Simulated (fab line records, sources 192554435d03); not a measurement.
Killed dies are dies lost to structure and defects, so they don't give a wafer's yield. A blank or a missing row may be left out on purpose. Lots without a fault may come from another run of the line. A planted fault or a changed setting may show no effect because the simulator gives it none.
One fault seen from 2 desks | flow n5_finfet | each desk has only its own numbers; what lay behind them comes last

THE METROLOGY DESK
What the gauges read, lot by lot, whatever tool the lot ran on: means of the sampled wafers that have a number. A lot is out of limits, marked OUT, if its mean lies more than 4 standard deviations from the usual mean; the brackets give that distance. Of its 25 readings 7 are shown: those that lie furthest out on some lot.
Columns: A = COMB_M13 at N5_BEOL_M15_RC_MEAS_101, usual 5.3e-12 S/m; B = COMB_M15 at N5_BEOL_M15_RC_MEAS_101, usual 2.8e-12 S/m; C = COMB_M6 at N5_BEOL_M15_RC_MEAS_101, usual 2.6e-11 S/m; D = SERP_M12 at N5_BEOL_M15_RC_MEAS_101, usual 0.638 ohm/um; E = SERP_M14 at N5_BEOL_M15_RC_MEAS_101, usual 0.1620 ohm/um; F = SERP_M6 at N5_BEOL_M15_RC_MEAS_101, usual 14.1 ohm/um; G = SERP_M6_max_site at N5_BEOL_M15_RC_MEAS_101, usual 14.7 ohm/um
lot  | first seen here | A       | B       | C       | D     | E      | F    | G
L757 | day 12 17:33    | 5.6e-12 | 4.2e-12 | 2.9e-11 | 0.632 | 0.1608 | 14.4 | 14.9
L758 | day 12 21:07    | 6.1e-12 | 1.8e-12 | 2.2e-11 | 0.639 | 0.1636 | 14.5 | 15.2
L760 | day 12 21:23    | 7.1e-12 | 3.5e-12 | 2.6e-11 | 0.635 | 0.1597 | 14.8 | 15.3
L762 | day 13 18:31    | 5.0e-12 | 2.2e-12 | 2.2e-11 | 0.639 | 0.1577 | 13.8 | 14.4
L763 | day 14 00:06    | 4.8e-12 | 2.3e-12 | 2.3e-11 | 0.653 | 0.1619 | 14.2 | 14.7
L764 | day 14 06:24    | 5.3e-12 | 2.1e-12 | 1.9e-11 | 0.644 | 0.1581 | 13.5 | 13.9
L766 | day 14 18:36    | 4.5e-12 | 2.3e-12 | 2.2e-11 | 0.648 | 0.1588 | 13.8 | 14.3
L768 | day 15 04:38    | 4.9e-12 | 2.7e-12 | 2.8e-11 | 0.666 | 0.1614 | 14.2 | 14.7
This desk's finding: nothing out of limits on any of the 8 lots.

THE TOOL OWNER'S DESK: rie_diel-01
The tool's own readings at N5_BEOL_M12_ETCH_68 (etches SOC in N2/H2, time 285 s): means of the sampled wafers that have a number, for each lot that ran on this tool. A lot is out of limits, marked OUT, if its mean lies more than 4 standard deviations from the usual mean; the brackets give that distance.
Columns: A = drypump_motor_current_A at N5_BEOL_M12_ETCH_68, usual 5.7 A; B = oes_product_au at N5_BEOL_M12_ETCH_68, usual 0.79 a.u.; C = rf_vpp_V at N5_BEOL_M12_ETCH_68, usual 524.4 V; D = showerhead_plenum_p_Torr at N5_BEOL_M12_ETCH_68, usual 2.56 Torr; E = throttle_valve_pct at N5_BEOL_M12_ETCH_68, usual 17.64 %
lot  | first seen here | A   | B    | C     | D    | E
L760 | day 11 20:50    | 5.3 | 0.79 | 527.5 | 2.67 | 17.59
L762 | day 12 22:07    | 5.6 | 0.76 | 525.3 | 2.58 | 17.62
L764 | day 13 08:08    | 5.3 | 0.80 | 526.6 | 2.65 | 17.49
L766 | day 13 19:56    | 5.8 | 0.71 | 522.1 | 2.49 | 17.66
L768 | day 14 04:37    | 5.5 | 0.70 | 525.6 | 2.58 | 17.66
This desk's finding: nothing out of limits on any of the 5 lots.

PUT TOGETHER
The metrology desk saw nothing out of limits.
The tool owner's desk saw nothing out of limits.

WHAT THE SIMULATOR HAD PUT IN
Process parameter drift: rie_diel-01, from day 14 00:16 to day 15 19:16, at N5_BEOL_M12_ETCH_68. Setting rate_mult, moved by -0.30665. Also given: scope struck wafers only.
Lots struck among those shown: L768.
